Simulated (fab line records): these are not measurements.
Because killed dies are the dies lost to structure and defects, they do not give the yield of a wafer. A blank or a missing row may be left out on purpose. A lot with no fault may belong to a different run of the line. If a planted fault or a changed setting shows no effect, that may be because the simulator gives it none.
A struck lot beside a sound one / flow n5 finfet / 39 steps out of a route of 1938
Sound: these wafers, L622.3, L622.4, L622.6. Struck: wafer L625.2. (L625.3, L625.4 of the same lot were not struck and are left out.) The cause comes at the end.
Order at every step that has rows: each side's tool, ch and its chambers, its first start. Under that, the readings that differ: sound wafers / struck wafers / difference of the means / sigmas: that difference in standard deviations of wafers without a fault.
alike: readings with means less than 2 such deviations apart, plus words and numbers identical on both sides. not compared: withheld readings, readings lacking a value on some wafer, bounds such as >300 that could conceal the same value, and numbers that have no deviation in the record and whose values overlap.
Wherever a step has rows on one side only, a row that says differs or no value, or a row with sigmas, the two part there. Non-overlapping numbers with no deviation appear without sigmas and do not part them. A reading missing from all wafers of one side parts the sides only when that side holds two or more wafers.

first, 9 steps without rows for these wafers: N5_HKMG_FIN_DESCUM_17 (chemistry O2, time 7.9 s); N5_HKMG_FIN_ETCH_31 (etches SiARC in CF4, target depth 45.5 nm, time 75.8 s); N5_HKMG_FIN_ETCH_32 (etches SOC in N2/H2, target depth 240 nm, time 300 s); N5_HKMG_FIN_STRIP_33 (strips in N2/H2); N5_HKMG_FIN_STRIP_34 (strips in CF4); N5_HKMG_FIN_ETCH_35 (etches SOC in N2/H2, target depth 215.8 nm, time 243.4 s); N5_HKMG_FIN_STRIP_92 (strips SOC in N2/H2, time 20 s); N5_HKMG_FIN_WET_ETCH_18 (etches TiN in SC1, time 55 s, target depth 5.2 nm, rinse time 30 s); N5_HKMG_FIN_STRIP_19 (strips in N2/H2, time 360 s).
N5_HKMG_FIN_ALD_91: deposits TiN, target thk 1 nm, pulse time 1 s, purge time 3 s.
  sound on ald metal-01 ch 0,3, day 7 08:43; struck on ald metal-01 ch 3, day 8 04:53
reading=ald cycles; sound=47 47 47; struck=54; difference=+7; sigmas=
  alike: heater power w, precursor pulse height rel
then, 27 steps without rows for these wafers: N5_HKMG_FIN_COAT_85 (time 60 s, resist thk 300 nm); N5_HKMG_FIN_ETCH_86 (etches SOC in N2/H2, stops on TiN, target depth 393.2 nm); N5_HKMG_FIN_STRIP_89 (strips SOC in N2/H2, time 20 s); N5_HKMG_FIN_WET_ETCH_87 (etches TiN in SC1, time 154.2 s, target depth 4.7 nm, rinse time 30 s); N5_HKMG_FIN_STRIP_88 (strips in N2/H2, time 360 s); N5_HKMG_FIN_NWFM_ALD_20 (deposits TiAlC, target thk 2 nm, pulse time 3 s, purge time 2 s); N5_HKMG_FIN_ALD_71 (deposits TiN, target thk 1 nm, pulse time 1 s, purge time 3 s); N5_HKMG_FIN_COAT_66 (time 60 s, resist thk 300 nm); N5_HKMG_FIN_ETCH_67 (etches SOC in N2/H2, stops on TiN, target depth 388.9 nm); N5_HKMG_FIN_STRIP_90 (strips SOC in N2/H2, time 20 s); N5_HKMG_FIN_WET_ETCH_73 (etches the open film in SC1, time 42.3 s, target depth 1.3 nm, rinse time 30 s); N5_HKMG_FIN_ETCHBACK_68 (etches the open film in Cl2/Ar, stops on HfO2, target depth 0.5 nm); N5_HKMG_FIN_STRIP_69 (strips in N2/H2, time 360 s); N5_HKMG_FIN_ALD_21 (deposits TiN, target thk 1.5 nm, pulse time 1 s, purge time 3 s); N5_HKMG_FIN_ALD_72 (deposits W, target thk 2 nm, pulse time 1 s, purge time 2 s); N5_HKMG_FIN_W_FILL_22 (material W, target thk 60 nm, time 18.2 s); N5_HKMG_FIN_PRECLEAN_83 (cleans in DIW, time 57.5 s); N5_HKMG_FIN_SRD_84 (dry time 32 s); N5_HKMG_FIN_CMP_23 (polishes, stops on SiNx, t overpolish 10 s, target thk 46.326 nm); N5_HKMG_FIN_CMP_94 (polishes, stops on SiNx, t overpolish 4.7 s, target thk 43.299 nm); N5_GATE_CUT_ETCHBACK_00 (etches W in SF6/Cl2); N5_GATE_CUT_ETCH_56 (etches TiN in Cl2/Ar, target depth 21.6 nm); N5_GATE_CUT_ETCHBACK_30 (etches TiN in Cl2/Ar, target depth 3 nm); N5_GATE_CUT_VAPOR_ETCH_60 (etches HfO2 in BCl3/Cl2); N5_GATE_CUT_ETCH_58 (etches SiNx in CH3F/O2, target depth 17 nm, time 128.6 s); N5_GATE_CUT_STRIP_59 (strips in N2/H2, time 20 s); N5_GATE_CUT_PRECLEAN_31 (cleans in DIW, time 300 s).
-- record jumps: 3 days separate the struck wafers' starts on either side; left off in module GATE_CUT, taken up again in module BEOL_M4, whose first shown step is the route's number 1111 --
N5_BEOL_M4_RC_MEAS_101:
  sound on prober-02 ch 0, day 11 05:05; struck on prober-02 ch 0, day 11 15:44
reading=IOFF_N_85C (nA/um); sound=3.1 3.1 2.4; struck=1.9; difference=-1.0; sigmas=-2
reading=IOFF_N_LIN (nA/um); sound=0.070 0.071 0.055; struck=0.040; difference=-0.025; sigmas=-3
reading=IOFF_N_LONG (nA/um); sound=5.17e-05 5.15e-05 5.06e-05; struck=4.05e-05; difference=-1.08e-05; sigmas=-4
reading=ION_N (uA/um); sound=675 668 646; struck=631; difference=-32; sigmas=-3
reading=VT_N (mV); sound=252.0 251.6 257.1; struck=266.7; difference=+13.1; sigmas=+4
reading=VT_N_LONG (mV); sound=276.9 275.2 275.8; struck=289.2; difference=+13.2; sigmas=+6
reading=VT_N_LVT (mV); sound=99.9 100.3 104.6; struck=114.7; difference=+13.1; sigmas=+5
  alike: DIBL_N, DIBL_P, IOFF_N, IOFF_P, ION_P, SS_N, SS_P, VT_P
-- here the record skips 5 days between the struck wafers' starts before and after, leaving off in module BEOL_M4 and picking up in module PASSIVATION (first step shown: number 1936 of the route) --
N5_PASSIVATION_PROBE_49:
  record: rows for the struck wafers here (prober-01, day 16 08:00), none for the sound ones

WHERE THEY PART
First at N5_BEOL_M4_RC_MEAS_101; last, within this record, at N5_PASSIVATION_PROBE_49.

WHY: what the simulator had put in
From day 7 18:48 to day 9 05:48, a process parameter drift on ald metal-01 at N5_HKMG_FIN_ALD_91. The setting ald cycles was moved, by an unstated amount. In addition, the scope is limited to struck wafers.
